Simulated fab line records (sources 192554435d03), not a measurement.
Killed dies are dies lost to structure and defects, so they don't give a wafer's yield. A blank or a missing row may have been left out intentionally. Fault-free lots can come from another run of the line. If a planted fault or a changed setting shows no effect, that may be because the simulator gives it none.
Split-lot trial	flow n5 finfet	route with 1938 steps; 7 lots, 21 wafers read

== SPLIT DETAILS ==
At N5_BEOL_M9_COAT_05 (resist thk 90 nm), the setting spin rpm was moved away from the recipe's 1500 rpm on 8 of the 21 wafers read, by -9.4% to +8.6%. All remaining wafers had this setting at the recipe value.

The reading is taken at the split's own step.

== THE READING ==
CAR-ArF_of_BEOL_M9_COAT_05.thk nm (the simulator's own value, which no gauge read), in nm, at N5_BEOL_M9_COAT_05 (resist thk 90 nm). There is no usual value for it anywhere in the file. Across the 13 wafers here that went through the recipe, the average is 89.9 nm and the standard deviation 0.17 nm.

wafer	tool, chamber at the split	spin rpm as run, rpm	against the recipe	CAR-ArF_of_BEOL_M9_COAT_05.thk nm, nm	against lot-mates on the recipe
L075.1	litho track-02, 0	1500	recipe	90	-
L075.2	litho track-02, 0	1500	recipe	90	-
L075.6	litho track-02, 0	1500	recipe	90	-
L081.1	litho track-05, 0	1500	recipe	89.6	-
L081.3	litho track-05, 0	1500	recipe	90.2	-
L081.6	litho track-05, 0	1500	recipe	89.8	-
L082.1	litho track-02, 0	1500	recipe	89.8	-
L082.3	litho track-02, 0	1581	+5.4%	87.4	-2.3
L082.5	litho track-02, 0	1500	recipe	89.6	-
L083.2	litho track-05, 0	1429	-4.7%	92.2	+2.2
L083.4	litho track-05, 0	1429	-4.7%	92	+2.0
L083.6	litho track-05, 0	1500	recipe	90	-
L084.2	litho track-02, 0	1500	recipe	90	-
L084.5	litho track-02, 0	1629	+8.6%	86.4	-3.6
L084.6	litho track-02, 0	1629	+8.6%	86.6	-3.4
L087.3	litho track-02, 0	1500	recipe	90	-
L087.4	litho track-02, 0	1359	-9.4%	94.4	+4.4
L087.5	litho track-02, 0	1359	-9.4%	94.4	+4.4
L089.1	litho track-05, 0	1500	recipe	90	-
L089.6	litho track-05, 0	1500	recipe	90	-
L089.5	litho track-05, 0	1400	-6.7%	93	+3.0

FIT RESULTS
A straight line over all 21 wafers: CAR-ArF_of_BEOL_M9_COAT_05.thk nm changes by -0.444 nm for each +1% of spin rpm; r = -1.00; the points scatter about the line by 0.21 nm.
The same after taking each lot's own level away (the mean of its wafers on the recipe; 21 wafers): -0.439 nm for each +1%; r = -1.00; scatter 0.16 nm.
On that fit, the largest move of spin rpm shifts the reading by 4.1 nm.
From 89.70 to 90.00 nm: that is the span of the lots' own levels, equal to 1.8 times the standard deviation above.
Consequently the slope shifts little with the lot-to-lot level, the two slopes agreeing.
Check: for one of the wafers moved furthest among these (-9.4%), held out of the fit, the line's prediction against its lot-mates is +4.13 nm. It came out at +4.4 nm against them.

== THE FILE'S OWN FIT ==
CAR-ArF_of_BEOL_M9_COAT_05.thk nm changes by -0.441 nm for each +1% of spin rpm, r = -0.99.
